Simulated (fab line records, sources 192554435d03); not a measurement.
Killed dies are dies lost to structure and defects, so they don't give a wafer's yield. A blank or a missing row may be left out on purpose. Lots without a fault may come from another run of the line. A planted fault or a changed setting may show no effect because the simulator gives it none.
Split-lot experiment | flow n5_finfet | 7 lots, 39 wafers read, on a route of 1938 steps

THE SPLIT
At N5_BEOL_M8_DESCUM_16 (chemistry O2, time 7.9 s), the setting time_s was moved away from the recipe's 7.9 s on 12 of the 39 wafers read, by -25.8% to +59.6%. The other wafers ran this setting at the recipe's value.

The file shows no step between the split and the reading.

THE READING
CAR-ArF_of_BEOL_M8_COAT_05.thk_nm (the simulator's own value, which no gauge read), in nm, at N5_BEOL_M8_ETCH_61 (etches SiARC in CF4, target depth 45.5 nm, time 75.8 s). The file gives no usual value for it. The 27 wafers here that ran the recipe average 50.9 nm, standard deviation 0.27 nm.

wafer  | tool, chamber at the split | time_s as run, s | against the recipe | CAR-ArF_of_BEOL_M8_COAT_05.thk_nm, nm | against lot-mates on the recipe
L075.1 | rie_diel-01, 2             | 7.9              | recipe             | 50.8                                  | -
L075.6 | rie_diel-01, 0,3           | 7.9              | recipe             | 50.8                                  | -
L075.2 | rie_diel-01, 1,3,0         | 7.9              | recipe             | 50.6                                  | -
L075.3 | rie_diel-01, 1,3,0         | 7.9              | recipe             | 50.6                                  | -
L075.4 | rie_diel-01, 1,3,0         | 7.9              | recipe             | 50.6                                  | -
L075.5 | rie_diel-01, 0,3           | 7.9              | recipe             | 51                                    | -
L085.1 | rie_diel-05, 3,1,2         | 10.16            | +28.6%             | 49.8                                  | -1.1
L085.2 | rie_diel-05, 0,1           | 7.9              | recipe             | 51                                    | -
L085.3 | rie_diel-05, 3,1,2         | 10.16            | +28.6%             | 49.6                                  | -1.3
L085.4 | rie_diel-05, 3,1,2         | 10.16            | +28.6%             | 49.6                                  | -1.3
L085.5 | rie_diel-05, 0             | 7.9              | recipe             | 50.8                                  | -
L085.6 | rie_diel-05, 0,1           | 7.9              | recipe             | 50.8                                  | -
L084.1 | rie_diel-01, 0,3           | 7.9              | recipe             | 50.6                                  | -
L084.2 | rie_diel-01, 0,3           | 7.9              | recipe             | 50.6                                  | -
L084.4 | rie_diel-01, 2,1,1,2       | 7.9              | recipe             | 50.6                                  | -
L084.3 | rie_diel-01, 2,1,1,2       | 7.9              | recipe             | 50.8                                  | -
L084.5 | rie_diel-01, 2,1,1,2       | 7.9              | recipe             | 50.8                                  | -
L084.6 | rie_diel-01, 2,1,1,2       | 7.9              | recipe             | 51                                    | -
L087.1 | rie_diel-05, 3,1           | 5.86             | -25.8%             | 52.2                                  | +1.2
L087.4 | rie_diel-05, 3,1           | 5.86             | -25.8%             | 52.2                                  | +1.2
L087.2 | rie_diel-05, 0             | 7.9              | recipe             | 50.8                                  | -
L087.3 | rie_diel-05, 2             | 5.86             | -25.8%             | 52.4                                  | +1.4
L087.5 | rie_diel-05, 1,2           | 7.9              | recipe             | 51.2                                  | -
L087.6 | rie_diel-05, 1,2           | 7.9              | recipe             | 51                                    | -
L094.1 | rie_diel-05, 0             | 12.61            | +59.6%             | 48.2                                  | -2.3
L094.2 | rie_diel-05, 1             | 12.61            | +59.6%             | 47.6                                  | -2.9
L094.3 | rie_diel-05, 3,0           | 7.9              | recipe             | 50.6                                  | -
L094.4 | rie_diel-05, 3             | 7.9              | recipe             | 50.6                                  | -
L094.5 | rie_diel-05, 3,0           | 7.9              | recipe             | 50.4                                  | -
L094.6 | rie_diel-05, 1             | 12.61            | +59.6%             | 47.8                                  | -2.7
L091.1 | rie_diel-01, 3,1           | 7.9              | recipe             | 51                                    | -
L091.5 | rie_diel-01, 3,1           | 7.9              | recipe             | 51                                    | -
L091.4 | rie_diel-01, 0             | 7.9              | recipe             | 51.2                                  | -
L095.1 | rie_diel-05, 0             | 7.9              | recipe             | 51.6                                  | -
L095.2 | rie_diel-05, 2,1           | 10.92            | +38.2%             | 49.4                                  | -1.9
L095.5 | rie_diel-05, 3             | 10.92            | +38.2%             | 49.4                                  | -1.9
L095.3 | rie_diel-05, 2,1           | 10.92            | +38.2%             | 49.2                                  | -2.1
L095.4 | rie_diel-05, 3,0           | 7.9              | recipe             | 51.2                                  | -
L095.6 | rie_diel-05, 3,0           | 7.9              | recipe             | 51.2                                  | -
Where a row lists several chambers, the file gives one row for several wafers and doesn't say which wafer went through which chamber.

THE FIT
A straight line over all 39 wafers: CAR-ArF_of_BEOL_M8_COAT_05.thk_nm changes by -0.0479 nm for each +1% of time_s; r = -0.97; the points scatter about the line by 0.27 nm.
The same after taking each lot's own level away (the mean of its wafers on the recipe; 39 wafers): -0.0466 nm for each +1%; r = -0.99; scatter 0.17 nm.
On that fit, the largest move of time_s shifts the reading by 2.8 nm.
The lots' own levels span 50.53 to 51.33 nm, that is 3.0 times the standard deviation above.
So the lot-to-lot level changes the slope little: the two slopes agree.
Check: with one of the wafers moved furthest among these (+59.6%) left out of the fit, the line predicts -2.87 nm for it against its lot-mates. It came out at -2.33 nm against them.

OTHER SPLITS ON THESE WAFERS
These wafers also went through other splits before the reading. Each is held against what the fit with the lots' levels taken away leaves over:
other split on the same wafers           | wafers away from the commonest value | r with CAR-ArF_of_BEOL_M8_COAT_05.thk_nm (lot level and that fit taken away)
N5_BEOL_M5_TRENCH_ETCH_37 target_depth_a | 9                                    | -0.01
N5_BEOL_M7_ETCH_66 target_depth_a        | 15                                   | -0.15

THE WHOLE CHAIN: every reading that the file lists as answering this split, in the file's order
step                 | what it does                                           | reading                                                                            | change (the file's fit)                | r (the file's)
N5_BEOL_M8_DESCUM_16 | chemistry O2, time 7.9 s                               | CAR-ArF_of_BEOL_M8_COAT_05.thk_nm (the simulator's own value, which no gauge read) | -0.0468 nm for each +1% of the setting | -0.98
N5_BEOL_M8_ETCH_61   | etches SiARC in CF4, target depth 45.5 nm, time 75.8 s | CAR-ArF_of_BEOL_M8_COAT_05.thk_nm (the simulator's own value, which no gauge read) | -0.0465 nm for each +1% of the setting | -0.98

THE FILE'S OWN FIT
CAR-ArF_of_BEOL_M8_COAT_05.thk_nm changes by -0.0465 nm for each +1% of time_s, r = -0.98.
